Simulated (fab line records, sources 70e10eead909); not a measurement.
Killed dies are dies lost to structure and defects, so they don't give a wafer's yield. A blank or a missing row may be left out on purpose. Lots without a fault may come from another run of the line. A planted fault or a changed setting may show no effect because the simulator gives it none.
A struck lot beside a sound one | flow nand_harc | 14 steps out of a route of 1302
Sound: wafers L608.3, L608.4, L608.5. Struck: wafers L593.2, L593.4, L593.5. The cause comes at the end.
At each step with rows: each side's tool, then ch and its chambers, then its first start. Under that, the readings that differ: sound wafers | struck wafers | difference of the means | sigmas: that difference in standard deviations of wafers without a fault.
alike: readings whose means differ by less than 2 such deviations, and words and numbers that are the same on both sides. not compared: withheld readings, readings that some wafer has no value for, bounds like >300 that may hide the same value, and numbers for which the record gives no deviation and whose values overlap.
The two part at a step that has a row with sigmas, a row that says differs or no value, or rows on one side only. Numbers that don't overlap but have no deviation are shown without sigmas and don't part them. A reading that every wafer of one side lacks parts them only if that side has two wafers or more.

NHARC_A_CONTACT_ETCH_138: etches the open film in C4F8/O2/Ar, time 311 s, target depth 1914 nm.
  sound on har_cap_etch-03 ch 0,1, day 29 22:03; struck on har_cap_etch-02 ch 0,1, day 23 13:43
  not compared: rf_hours_counter_h
NHARC_A_CONTACT_ETCH_139: etches the open film in C4F8/O2/Ar, time 195 s, target depth 840 nm.
  sound on har_cap_etch-03 ch 0,1, day 29 22:19; struck on har_cap_etch-02 ch 0,1, day 23 14:00
  not compared: rf_hours_counter_h
NHARC_A_CONTACT_ETCH_92: etches the open film in CH3F/O2, target depth 40 nm, time 85.7 s.
  sound on rie_diel-07 ch 0,2, day 29 22:48; struck on rie_diel-05 ch 0,1, day 23 14:31
  reading               | sound             | struck            | difference | sigmas
  oes_product_au (a.u.) | 0.997 1.001 1.001 | 0.930 0.937 0.922 | -0.070     | -3
  alike: drypump_motor_current_A, mfc_ar_sccm, rf_vpp_V, showerhead_plenum_p_Torr, throttle_valve_pct
  not compared: rf_hours_counter_h
then, 1 step without rows for these wafers: NHARC_A_CONTACT_ETCH_98 (etches the open film in C4F6/O2, target depth 20 nm, time 10 s).
NHARC_A_CONTACT_CD_MEAS_15:
  sound on cd_sem-03, day 29 23:01; struck on cd_sem-02, day 23 14:44
  alike: cd_nm
then, 4 steps without rows for these wafers: NHARC_A_CONTACT_STRIP_107 (strips in N2/H2); NHARC_A_CONTACT_STRIP_108 (strips in CF4/CHF3); NHARC_A_CONTACT_STRIP_109 (strips in O2/COS); NHARC_A_CONTACT_ETCH_110 (etches the open film in CF4/O2, target depth 60 nm, overetch 6 nm, time 33 s).
NHARC_A_CONTACT_STRIP_26: strips in O2.
  sound on rie_diel-07 ch 1,2,3; struck on rie_diel-03 ch 0,2
  reading                     | sound       | struck      | difference | sigmas
  drypump_motor_current_A (A) | 5.6 5.9 6.0 | 5.0 5.2 5.0 | -0.8       | -2
  alike: mfc_ar_sccm, oes_product_au, rf_vpp_V, showerhead_plenum_p_Torr, throttle_valve_pct
  not compared: rf_hours_counter_h
then, 1 step without rows for these wafers: NHARC_A_CONTACT_STRIP_27 (strips in post etch residue remover, time 600 s).
NHARC_A_CONTACT_ALD_18: deposits TiN, target thk 3 nm, pulse time 1 s, ald cycles 150.
  sound on ald_metal-03 ch 1,2,3, day 29 23:58; struck on ald_metal-03 ch 0,2,3, day 23 15:41
  alike: heater_power_w, precursor_pulse_height_rel
NHARC_A_CONTACT_CVD_19: deposits W, target thk 300 nm, time 802 s.
  sound on cvd_w-02 ch 0,1, day 30 00:24; struck on cvd_w-02 ch 0,1, day 23 15:52
  no value came back on the struck wafers for any of 6 readings (chamber_pressure_Torr (Torr), heater_power_outer_w (W) and others); on the sound wafers chamber_pressure_Torr (Torr) reads 40.21 40.02 39.94
NHARC_A_CONTACT_CMP_20: polishes, t overpolish 30 s, target thk 300 nm.
  sound on cmp-03 ch 0,2, day 30 01:04; struck on cmp-04 ch 1,2,3, day 23 16:49
  reading                | sound          | struck      | difference | sigmas
  time_to_endpoint_s (s) | 58.8 62.6 61.2 | 2.4 2.5 2.8 | -58.3      | -22
  alike: motor_current_A, overpolish_run_s

WHERE THEY PART
First at NHARC_A_CONTACT_ETCH_92; last, within this record, at NHARC_A_CONTACT_CMP_20.

WHY: what the simulator had put in
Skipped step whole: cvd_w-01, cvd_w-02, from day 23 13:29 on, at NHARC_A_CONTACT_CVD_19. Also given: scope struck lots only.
